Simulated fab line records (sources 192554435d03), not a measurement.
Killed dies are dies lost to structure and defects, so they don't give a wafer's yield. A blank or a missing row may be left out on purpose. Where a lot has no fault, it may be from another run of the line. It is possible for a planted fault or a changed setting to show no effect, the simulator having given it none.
Split-lot study || flow n5-finfet || 21 wafers read across 7 lots, on a route 1938 steps long

THE SPLIT
At N5_BEOL_M2_DESCUM_16 (chemistry O2, time 7 s), the setting time-s was moved away from the recipe's 7 s on 5 of the 21 wafers read, by -16.8% to +14.3%. The other wafers ran this setting at the recipe's value.

The reading is taken at the split's own step.

THE READING
CAR-EUV_of_BEOL_M2_COAT_05.thk-nm (the simulator's own value, which no gauge read), in nm, at N5_BEOL_M2_DESCUM_16 (chemistry O2, time 7 s). The file does not state a usual value for it. Across the 16 wafers here that went through the recipe, the average is 26.1 nm and the standard deviation 0.093 nm.

{"wafer": "L076.3", "tool, chamber at the split": "rie-diel-03, 2,3", "time-s as run, s": 7, "against the recipe": "recipe", "CAR-EUV_of_BEOL_M2_COAT_05.thk-nm, nm": 26.2, "against lot-mates on the recipe": "-"}
{"wafer": "L076.6", "tool, chamber at the split": "rie-diel-03, 2,3", "time-s as run, s": 7, "against the recipe": "recipe", "CAR-EUV_of_BEOL_M2_COAT_05.thk-nm, nm": 26.2, "against lot-mates on the recipe": "-"}
{"wafer": "L076.5", "tool, chamber at the split": "rie-diel-03, 0", "time-s as run, s": 7, "against the recipe": "recipe", "CAR-EUV_of_BEOL_M2_COAT_05.thk-nm, nm": 26, "against lot-mates on the recipe": "-"}
{"wafer": "L077.1", "tool, chamber at the split": "rie-diel-03, 0", "time-s as run, s": 5.821, "against the recipe": "-16.8%", "CAR-EUV_of_BEOL_M2_COAT_05.thk-nm, nm": 26.8, "against lot-mates on the recipe": "+0.6"}
{"wafer": "L077.3", "tool, chamber at the split": "rie-diel-03, 1,2", "time-s as run, s": 7, "against the recipe": "recipe", "CAR-EUV_of_BEOL_M2_COAT_05.thk-nm, nm": 26.2, "against lot-mates on the recipe": "-"}
{"wafer": "L077.4", "tool, chamber at the split": "rie-diel-03, 1,2", "time-s as run, s": 7, "against the recipe": "recipe", "CAR-EUV_of_BEOL_M2_COAT_05.thk-nm, nm": 26.2, "against lot-mates on the recipe": "-"}
{"wafer": "L079.2", "tool, chamber at the split": "rie-diel-06, 3", "time-s as run, s": 7.873, "against the recipe": "+12.5%", "CAR-EUV_of_BEOL_M2_COAT_05.thk-nm, nm": 25.6, "against lot-mates on the recipe": -0.4}
{"wafer": "L079.4", "tool, chamber at the split": "rie-diel-06, 1", "time-s as run, s": 7, "against the recipe": "recipe", "CAR-EUV_of_BEOL_M2_COAT_05.thk-nm, nm": 26, "against lot-mates on the recipe": "-"}
{"wafer": "L079.6", "tool, chamber at the split": "rie-diel-06, 1", "time-s as run, s": 7, "against the recipe": "recipe", "CAR-EUV_of_BEOL_M2_COAT_05.thk-nm, nm": 26, "against lot-mates on the recipe": "-"}
{"wafer": "L080.3", "tool, chamber at the split": "rie-diel-04, 1", "time-s as run, s": 6.405, "against the recipe": "-8.5%", "CAR-EUV_of_BEOL_M2_COAT_05.thk-nm, nm": 26.6, "against lot-mates on the recipe": "+0.6"}
{"wafer": "L080.4", "tool, chamber at the split": "rie-diel-04, 2", "time-s as run, s": 7, "against the recipe": "recipe", "CAR-EUV_of_BEOL_M2_COAT_05.thk-nm, nm": 26, "against lot-mates on the recipe": "-"}
{"wafer": "L080.6", "tool, chamber at the split": "rie-diel-04, 1", "time-s as run, s": 6.405, "against the recipe": "-8.5%", "CAR-EUV_of_BEOL_M2_COAT_05.thk-nm, nm": 26.4, "against lot-mates on the recipe": "+0.4"}
{"wafer": "L083.3", "tool, chamber at the split": "rie-diel-04, 0", "time-s as run, s": 7, "against the recipe": "recipe", "CAR-EUV_of_BEOL_M2_COAT_05.thk-nm, nm": 26.2, "against lot-mates on the recipe": "-"}
{"wafer": "L083.4", "tool, chamber at the split": "rie-diel-04, 2,3", "time-s as run, s": 7, "against the recipe": "recipe", "CAR-EUV_of_BEOL_M2_COAT_05.thk-nm, nm": 26, "against lot-mates on the recipe": "-"}
{"wafer": "L083.5", "tool, chamber at the split": "rie-diel-04, 2,3", "time-s as run, s": 7, "against the recipe": "recipe", "CAR-EUV_of_BEOL_M2_COAT_05.thk-nm, nm": 26, "against lot-mates on the recipe": "-"}
{"wafer": "L092.1", "tool, chamber at the split": "rie-diel-06, 2", "time-s as run, s": 8.004, "against the recipe": "+14.3%", "CAR-EUV_of_BEOL_M2_COAT_05.thk-nm, nm": 25.6, "against lot-mates on the recipe": -0.4}
{"wafer": "L092.4", "tool, chamber at the split": "rie-diel-06, 1,0", "time-s as run, s": 7, "against the recipe": "recipe", "CAR-EUV_of_BEOL_M2_COAT_05.thk-nm, nm": 26, "against lot-mates on the recipe": "-"}
{"wafer": "L092.5", "tool, chamber at the split": "rie-diel-06, 1,0", "time-s as run, s": 7, "against the recipe": "recipe", "CAR-EUV_of_BEOL_M2_COAT_05.thk-nm, nm": 26, "against lot-mates on the recipe": "-"}
{"wafer": "L097.4", "tool, chamber at the split": "rie-diel-03, 3,3,0", "time-s as run, s": 7, "against the recipe": "recipe", "CAR-EUV_of_BEOL_M2_COAT_05.thk-nm, nm": 26, "against lot-mates on the recipe": "-"}
{"wafer": "L097.5", "tool, chamber at the split": "rie-diel-03, 3,3,0", "time-s as run, s": 7, "against the recipe": "recipe", "CAR-EUV_of_BEOL_M2_COAT_05.thk-nm, nm": 26, "against lot-mates on the recipe": "-"}
{"wafer": "L097.6", "tool, chamber at the split": "rie-diel-03, 3,3,0", "time-s as run, s": 7, "against the recipe": "recipe", "CAR-EUV_of_BEOL_M2_COAT_05.thk-nm, nm": 26, "against lot-mates on the recipe": "-"}
If several chambers appear in one row, that row covers several wafers at once and the file leaves open which wafer was in which chamber.

FIT RESULTS
A straight line over all 21 wafers: CAR-EUV_of_BEOL_M2_COAT_05.thk-nm changes by -0.0407 nm for each +1% of time-s; r = -0.94; the points scatter about the line by 0.099 nm.
The same after taking each lot's own level away (the mean of its wafers on the recipe; 21 wafers): -0.0369 nm for each +1%; r = -0.94; scatter 0.089 nm.
On that fit, the largest move of time-s shifts the reading by 0.62 nm.
From 26.00 to 26.20 nm: that is the span of the lots' own levels, equal to 2.2 times the standard deviation above.
In other words, the slope is changed by the lot-to-lot level; the two fits disagree.
Check: +0.679 nm against its lot-mates is what the line predicts for one of the wafers moved furthest among these (-16.8%) when that wafer is left out of the fit. It came out at +0.6 nm against them.

THESE WAFERS: OTHER SPLITS
Note: prior to the reading, these wafers also went through further splits. Each is held against what the fit with the lots' levels taken away leaves over:
{"other split on the same wafers": "N5_MOL_CONTACT_COAG_COAT_02 spin-rpm", "wafers away from the commonest value": 5, "r with CAR-EUV_of_BEOL_M2_COAT_05.thk-nm (lot level and that fit taken away)": -0.03}
{"other split on the same wafers": "N5_MOL_CONTACT_COAG_ETCHBACK_135 time-s", "wafers away from the commonest value": 9, "r with CAR-EUV_of_BEOL_M2_COAT_05.thk-nm (lot level and that fit taken away)": "+0.02"}
{"other split on the same wafers": "N5_MOL_CONTACT_COAG_VIA_ETCH_46 bias-w", "wafers away from the commonest value": 11, "r with CAR-EUV_of_BEOL_M2_COAT_05.thk-nm (lot level and that fit taken away)": "+0.06"}
{"other split on the same wafers": "N5_BEOL_M0_SAQP_COAT_34 spin-rpm", "wafers away from the commonest value": 2, "r with CAR-EUV_of_BEOL_M2_COAT_05.thk-nm (lot level and that fit taken away)": -0.28}
{"other split on the same wafers": "N5_BEOL_M0_SAQP_CUT_ETCH_46 time-s", "wafers away from the commonest value": 6, "r with CAR-EUV_of_BEOL_M2_COAT_05.thk-nm (lot level and that fit taken away)": "+0.50"}
{"other split on the same wafers": "N5_BEOL_M1_PECVD_72 time-s", "wafers away from the commonest value": 5, "r with CAR-EUV_of_BEOL_M2_COAT_05.thk-nm (lot level and that fit taken away)": "+0.15"}

FILE'S OWN FIT
CAR-EUV_of_BEOL_M2_COAT_05.thk-nm changes by -0.035 nm for each +1% of time-s, r = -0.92.
